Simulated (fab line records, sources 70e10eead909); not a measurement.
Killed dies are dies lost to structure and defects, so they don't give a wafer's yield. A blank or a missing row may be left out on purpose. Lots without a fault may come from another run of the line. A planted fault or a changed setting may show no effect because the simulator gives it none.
Chamber matching | flow nand_harc | NHARC_A_CHANNEL_HOLE_D1_ETCH_44 on rie_diel-08: 4 sister chambers
The step etches the open film in CF4/O2, target depth 140 nm, overetch 14 nm, time 77 s. 8 wafers are shown with their chamber, then 8 later ones without.

WAFERS WITH THEIR CHAMBER
wafer  | chamber | drypump_motor_current_A (A) | rf_vpp_V (V)
L853.4 | 1       | 6.2                         | 195.0
L853.5 | 0       | 5.2                         | 199.1
L854.4 | 2       | 5.3                         | 197.5
L854.6 | 0       | 5.2                         | 199.5
L856.1 | 3       | 5.7                         | 198.0
L856.2 | 1       | 6.2                         | 194.8
L856.6 | 2       | 5.4                         | 197.9
L866.1 | 3       | 5.6                         | 195.1

WAFERS WITHOUT THEIR CHAMBER
wafer  | drypump_motor_current_A (A) | rf_vpp_V (V)
L866.2 | 5.4                         | 198.4
L866.3 | 5.2                         | 199.6
L867.1 | 6.2                         | 195.9
L867.2 | 5.7                         | 195.8
L867.6 | 5.2                         | 200.0
L868.1 | 5.2                         | 200.5
L868.2 | 5.4                         | 197.7
L868.3 | 5.7                         | 196.0

WHICH CHAMBER EACH WENT THROUGH
wafer  | from the rows above | in truth
L866.2 | 2                   | 2
L866.3 | 0                   | 0
L867.1 | 1                   | 1
L867.2 | 3                   | 3
L867.6 | 0                   | 0
L868.1 | 0                   | 0
L868.2 | 2                   | 2
L868.3 | 3                   | 3
Placed correctly: 8 of 8. Can't be placed from these rows: 0. Placed wrongly: 0.
How it was worked out, from the rows above alone: a wafer's distance from a chamber is the root of the sum, over the readings, of the square of ((its reading less the chamber's mean) divided by the reading's scatter). The wafer belongs to the nearest chamber; if the next one is less than 2 further off, it can't be placed. A chamber's mean is the mean of its shown wafers. The scatter: the root of (the sum of the squares of (reading less its chamber's mean) over the shown wafers, divided by (wafers less chambers)).
